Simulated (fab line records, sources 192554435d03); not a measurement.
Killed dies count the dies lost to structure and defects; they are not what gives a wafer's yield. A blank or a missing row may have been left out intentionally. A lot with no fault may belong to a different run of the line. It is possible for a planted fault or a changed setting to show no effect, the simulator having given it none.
Chamber matching + flow n5-finfet + N5_MOL_CONTACT_COAG_ALD_133 on ald-sin-01: 4 sister chambers
The step deposits SiO2, target thk 5 nm, pulse time 1 s, co reactant pulse time 1 s. 4 wafers are shown with their chamber, then 7 later ones without.

## WAFERS WITH THEIR CHAMBER
| wafer  | chamber | heater-power-w (W) |
|--------|---------|--------------------|
| L075.4 | 3       | 80                 |
| L088.1 | 0       | 83                 |
| L089.1 | 1       | 72                 |
| L089.4 | 2       | 86                 |

## WAFERS WITHOUT THEIR CHAMBER
| wafer  | heater-power-w (W) |
|--------|--------------------|
| L089.6 | 72                 |
| L092.1 | 88                 |
| L092.3 | 82                 |
| L092.6 | 81                 |
| L094.1 | 80                 |
| L094.2 | 88                 |
| L094.3 | 73                 |

## EACH ONE'S CHAMBER
| wafer  | from the rows above     | in truth                   |
|--------|-------------------------|----------------------------|
| L089.6 | 1                       | 1                          |
| L092.1 | 2                       | 2                          |
| L092.3 | can't be placed: 0 or 3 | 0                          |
| L092.6 | can't be placed: 3 or 0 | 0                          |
| L094.1 | 3                       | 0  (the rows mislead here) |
| L094.2 | 2                       | 2                          |
| L094.3 | 1                       | 1                          |
Correctly placed: 4 of 7. Cannot be placed on the basis of these rows: 2; the candidates contain the true chamber in 2. Wrongly placed: 1.
How it was worked out, from the rows above alone: a wafer's distance from a chamber is the root of the sum, over the readings, of the square of ((its reading less the chamber's mean) divided by the reading's scatter). If the next closest chamber is less than 2 further off than the closest, the wafer can't be placed; otherwise it belongs to the closest. The mean given for a chamber averages the wafers shown for that chamber. The scatter (one wafer shown for each chamber): square how far every hidden wafer sits from the nearest shown wafer, average those squares and take the square root.
